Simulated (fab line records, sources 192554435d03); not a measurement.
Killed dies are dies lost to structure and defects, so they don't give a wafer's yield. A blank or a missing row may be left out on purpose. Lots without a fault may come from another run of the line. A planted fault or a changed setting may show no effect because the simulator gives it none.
Chamber matching | flow n5_finfet | N5_BEOL_M12_ETCH_59 on rie_diel-04: 4 sister chambers
The step etches BARC in N2/H2, target depth 89 nm, overetch 26.7 nm, time 67.9 s. 4 wafers are shown with their chamber, then 10 later ones without.

WAFERS WITH THEIR CHAMBER
wafer  | chamber | showerhead_plenum_p_Torr (Torr)
L081.5 | 1       | 2.62
L082.1 | 0       | 2.54
L089.1 | 3       | 2.40
L089.2 | 2       | 2.56

WAFERS WITHOUT THEIR CHAMBER
wafer  | showerhead_plenum_p_Torr (Torr)
L089.3 | 2.54
L093.1 | 2.60
L093.5 | 2.56
L093.6 | 2.60
L095.2 | 2.60
L095.3 | 2.55
L095.4 | 2.53
L097.1 | 2.52
L097.2 | 2.55
L097.3 | 2.39

WHICH CHAMBER EACH WENT THROUGH
wafer  | from the rows above     | in truth
L089.3 | can't be placed: 0 or 2 | 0
L093.1 | can't be placed: 1 or 2 | 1
L093.5 | can't be placed: 2 or 0 | 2
L093.6 | can't be placed: 1 or 2 | 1
L095.2 | can't be placed: 1 or 2 | 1
L095.3 | can't be placed: 0 or 2 | 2
L095.4 | can't be placed: 0 or 2 | 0
L097.1 | can't be placed: 0 or 2 | 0
L097.2 | can't be placed: 0 or 2 | 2
L097.3 | 3                       | 3
Placed correctly: 1 of 10. Can't be placed from these rows: 9 (the true chamber is among the candidates in 9). Placed wrongly: 0.
How it was worked out, from the rows above alone: a wafer's distance from a chamber is the root of the sum, over the readings, of the square of ((its reading less the chamber's mean) divided by the reading's scatter). The wafer belongs to the nearest chamber; if the next one is less than 2 further off, it can't be placed. A chamber's mean is the mean of its shown wafers. The scatter: with one shown wafer a chamber, the root of the mean of the squares of how far each hidden wafer lies from its nearest shown one.
